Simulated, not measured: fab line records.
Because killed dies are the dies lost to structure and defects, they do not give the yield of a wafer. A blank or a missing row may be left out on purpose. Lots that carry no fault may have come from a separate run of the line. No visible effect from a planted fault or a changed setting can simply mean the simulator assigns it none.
Which tool was responsible? | flow nand_harc | 35 wafers from 12 lots sampled at 5 of the route's 1302 steps

## WHAT THE GAUGES SHOWED, per wafer
NHARC_P_GATE_CD_MEAS_59: target cd 720 nm. Usual: cd_nm reads 718.7 nm (standard deviation 1.7).
lot  | measured     | on        | cd_nm (nm)        | flag
L152 | day 6 01:35  | cd_sem-02 | 722.1 719.2 719.3 |
L153 | day 6 11:00  | cd_sem-01 | 720.3 719.3 717.5 |
L155 | day 7 03:22  | cd_sem-02 | 716.0 716.2 716.8 |
L158 | day 8 14:34  | cd_sem-02 | 717.8 720.1 718.3 |
L159 | day 9 01:26  | cd_sem-03 | 716.4 718.3 715.7 |
L160 | day 9 19:26  | cd_sem-02 | 721.0 719.9 721.0 |
L163 | day 10 11:29 | cd_sem-02 | 719.4 716.2 719.5 |
L166 | day 11 15:05 | cd_sem-02 | 716.6 715.7 718.0 |
L167 | day 12 11:34 | cd_sem-02 | 748.1 745.6       | OFF
L170 | day 13 12:12 | cd_sem-03 | 744.1 742.8 715.9 | OFF
L173 | day 14 17:37 | cd_sem-01 | 718.2 717.5 717.8 |
L174 | day 15 11:58 | cd_sem-01 | 719.0 719.8 719.6 |

NHARC_P_GATE_CD_MEAS_91: target cd 2000 nm. Usual: cd_nm reads 1998.7 nm (standard deviation 2.3).
lot  | measured     | on        | cd_nm (nm)           | flag
L152 | day 6 03:11  | cd_sem-01 | 1998.3 1998.7 1997.4 |
L153 | day 6 12:43  | cd_sem-01 | 1996.4 1997.4 1997.7 |
L155 | day 7 05:05  | cd_sem-01 | 1999.1 2001.2 1999.9 |
L158 | day 8 16:22  | cd_sem-02 | 1998.4 2000.5 1998.2 |
L159 | day 9 03:08  | cd_sem-02 | 1997.3 1997.6 1997.6 |
L160 | day 9 21:02  | cd_sem-01 | 1996.8 1999.4 1999.0 |
L163 | day 10 13:12 | cd_sem-02 | 1992.5 1997.3 1997.3 |
L166 | day 11 16:56 | cd_sem-03 | 1994.3 1997.3 1995.8 |
L167 | day 12 13:08 | cd_sem-01 | 2000.0 2002.2        |
L170 | day 13 13:55 | cd_sem-01 | 1998.6 2003.1 1995.6 |
L173 | day 14 19:20 | cd_sem-02 | 1999.4 1999.3 1998.7 |
L174 | day 15 13:40 | cd_sem-03 | 2004.6 2003.6 1999.7 |

## WHAT TOOL EACH LOT RAN ON (gives the tool, then ch and the chambers of the sampled wafers, and finally the start)
lot  | NHARC_P_GATE_DESCUM_31             | NHARC_P_GATE_STRIP_108             | NHARC_P_GATE_EXPOSE_56
L152 | rie_diel-01 ch 0,3, day 5 09:56    | rie_diel-08 ch 0,3, day 5 10:37    | krf_scanner-03 ch 0, day 6 01:26
L153 | rie_diel-01 ch 2,3, day 5 21:17    | rie_diel-08 ch 0,1,3, day 5 22:10  | krf_scanner-02 ch 0, day 6 10:50
L155 | rie_diel-08 ch 0,1, day 6 13:42    | rie_diel-05 ch 0,1, day 6 14:20    | krf_scanner-04 ch 0, day 7 03:13
L158 | rie_diel-08 ch 1,2,3, day 8 00:49  | rie_diel-01 ch 0,1,2, day 8 01:32  | krf_scanner-04 ch 0, day 8 14:25
L159 | rie_diel-05 ch 0,1,3, day 8 11:52  | rie_diel-01 ch 0,1,2, day 8 12:29  | krf_scanner-02 ch 0, day 9 01:16
L160 | rie_diel-01 ch 2,3, day 9 06:05    | rie_diel-05 ch 0,2,3, day 9 06:44  | krf_scanner-02 ch 0, day 9 19:17
L163 | rie_diel-08 ch 0,1,2, day 9 22:05  | rie_diel-05 ch 0,1, day 9 22:41    | krf_scanner-04 ch 0, day 10 11:20
L166 | rie_diel-05 ch 0,1,2, day 11 01:25 | rie_diel-08 ch 1,2, day 11 02:10   | krf_scanner-02 ch 0, day 11 14:56
L167 | rie_diel-01 ch 2,3, day 11 22:12   | rie_diel-08 ch 1,2, day 11 22:50   | krf_scanner-02 ch 0, day 12 11:24
L170 | rie_diel-08 ch 0,1,2, day 12 22:41 | rie_diel-01 ch 0,1, day 12 23:18   | krf_scanner-02 ch 0, day 13 12:02
L173 | rie_diel-08 ch 0,1,2, day 14 04:02 | rie_diel-08 ch 0,1,3, day 14 04:39 | krf_scanner-04 ch 0, day 14 17:28
L174 | rie_diel-01 ch 0,1,3, day 14 22:03 | rie_diel-08 ch 0,3, day 14 22:41   | krf_scanner-04 ch 0, day 15 11:49
- NHARC_P_GATE_DESCUM_31: chemistry O2, time 3 s.
- NHARC_P_GATE_STRIP_108: strips in O2.
- NHARC_P_GATE_EXPOSE_56: exposes mask P PSD, target cd 720 nm.

## AS READ BY THE TOOLS THEMSELVES (means over the sampled wafers that have a number; for cases with no such wafer, the mark the record gives instead)
NHARC_P_GATE_DESCUM_31. Usual: drypump_motor_current_A 5.68 A, standard deviation 0.29; oes_product_au 0.993 a.u., standard deviation 0.011; rf_vpp_V 57.6 V, standard deviation 0.85; showerhead_plenum_p_Torr 1.90 Torr, standard deviation 0.07; throttle_valve_pct 11.312 %, standard deviation 0.0085.
lot  | tool        | drypump_motor_current_A (A) | oes_product_au (a.u.) | rf_vpp_V (V) | showerhead_plenum_p_Torr (Torr) | throttle_valve_pct (%) | flag
L152 | rie_diel-01 | 5.87                        | 0.998                 | 56.8         | 1.84                            | 11.312                 |
L153 | rie_diel-01 | 5.95                        | 0.989                 | 57.2         | 1.87                            | 11.315                 |
L155 | rie_diel-08 | 5.75                        | 0.995                 | 57.4         | 1.95                            | 11.302                 |
L158 | rie_diel-08 | 5.73                        | 0.993                 | 58.5         | 1.87                            | 11.317                 |
L159 | rie_diel-05 | 5.62                        | 0.985                 | 58.3         | 1.95                            | 11.314                 |
L160 | rie_diel-01 | 5.70                        | 0.987                 | 58.1         | 1.94                            | 11.314                 |
L163 | rie_diel-08 | 5.79                        | 1.004                 | 58.1         | 1.89                            | 11.313                 |
L166 | rie_diel-05 | 5.62                        | 0.996                 | 57.5         | 1.95                            | 11.317                 |
L167 | rie_diel-01 | 5.80                        | 0.990                 | 57.5         | 1.91                            | 11.310                 |
L170 | rie_diel-08 | 5.79                        | 0.997                 | 58.0         | 1.89                            | 11.318                 |
L173 | rie_diel-08 | 5.79                        | 0.991                 | 58.5         | 1.89                            | 11.316                 |
L174 | rie_diel-01 | 5.81                        | 0.994                 | 57.2         | 1.86                            | 11.322                 |

NHARC_P_GATE_STRIP_108. Usual: drypump_motor_current_A 5.66 A, standard deviation 0.28; oes_product_au 0.994 a.u., standard deviation 0.012; rf_vpp_V 57.7 V, standard deviation 0.83; showerhead_plenum_p_Torr 3.50 Torr, standard deviation 0.12; throttle_valve_pct 17.035 %, standard deviation 0.0096.
lot  | tool        | drypump_motor_current_A (A) | oes_product_au (a.u.) | rf_vpp_V (V) | showerhead_plenum_p_Torr (Torr) | throttle_valve_pct (%) | flag
L152 | rie_diel-08 | 5.35                        | 0.994                 | 57.7         | 3.37                            | 17.036                 |
L153 | rie_diel-08 | 5.57                        | 0.991                 | 57.3         | 3.48                            | 17.031                 |
L155 | rie_diel-05 | 5.52                        | 0.980                 | 58.1         | 3.62                            | 17.041                 |
L158 | rie_diel-01 | 5.56                        | 0.996                 | 57.2         | 3.55                            | 17.042                 |
L159 | rie_diel-01 | 5.52                        | 1.010                 | 57.4         | 3.55                            | 17.035                 |
L160 | rie_diel-05 | 5.77                        | 0.997                 | 58.3         | 3.56                            | 17.032                 |
L163 | rie_diel-05 | 5.71                        | 0.982                 | 57.7         | 3.59                            | 17.033                 |
L166 | rie_diel-08 | 5.98                        | 0.990                 | 58.3         | 3.46                            | 17.037                 |
L167 | rie_diel-08 | 5.97                        | 0.995                 | 58.2         | 3.50                            | 17.041                 |
L170 | rie_diel-01 | 5.65                        | 0.985                 | 58.1         | 3.47                            | 17.042                 |
L173 | rie_diel-08 | 5.56                        | 1.004                 | 57.2         | 3.48                            | 17.030                 |
L174 | rie_diel-08 | 5.43                        | 1.003                 | 57.1         | 3.42                            | 17.039                 |

## THE ANSWER, worked out from the rows above alone
Rule: a lot counts as off when the mean over its wafers that have a number is more than 3 standard deviations away from the usual mean. A lot without any number at a reading at which 4 lots or more have one is off too. The other lots that the step has rows for count as sound. Order of review: gauges by route order, followed by the tools' own readings, for which a lot's mean as printed above is used. At the first step where some lot is off, the reading lying furthest off is the one used; lots without a number count as furthest.
Off: L167, L170, at NHARC_P_GATE_CD_MEAS_59 (cd_nm).
If a tool, at a process step before that reading, ran all the lots that are off and no sound lot after the first of them, it fits. Gauges at NHARC_P_GATE_CD_MEAS_59: tried the same way as those tools. One fits: krf_scanner-02 at NHARC_P_GATE_EXPOSE_56. Its last sound lot is L166 (day 11 14:56), its first lot that is off L167 (day 12 11:24): a fault that began between those two fits.

## WHAT THE SIMULATOR HAD INSERTED
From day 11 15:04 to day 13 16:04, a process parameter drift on krf_scanner-02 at NHARC_P_GATE_EXPOSE_56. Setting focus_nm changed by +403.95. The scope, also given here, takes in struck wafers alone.
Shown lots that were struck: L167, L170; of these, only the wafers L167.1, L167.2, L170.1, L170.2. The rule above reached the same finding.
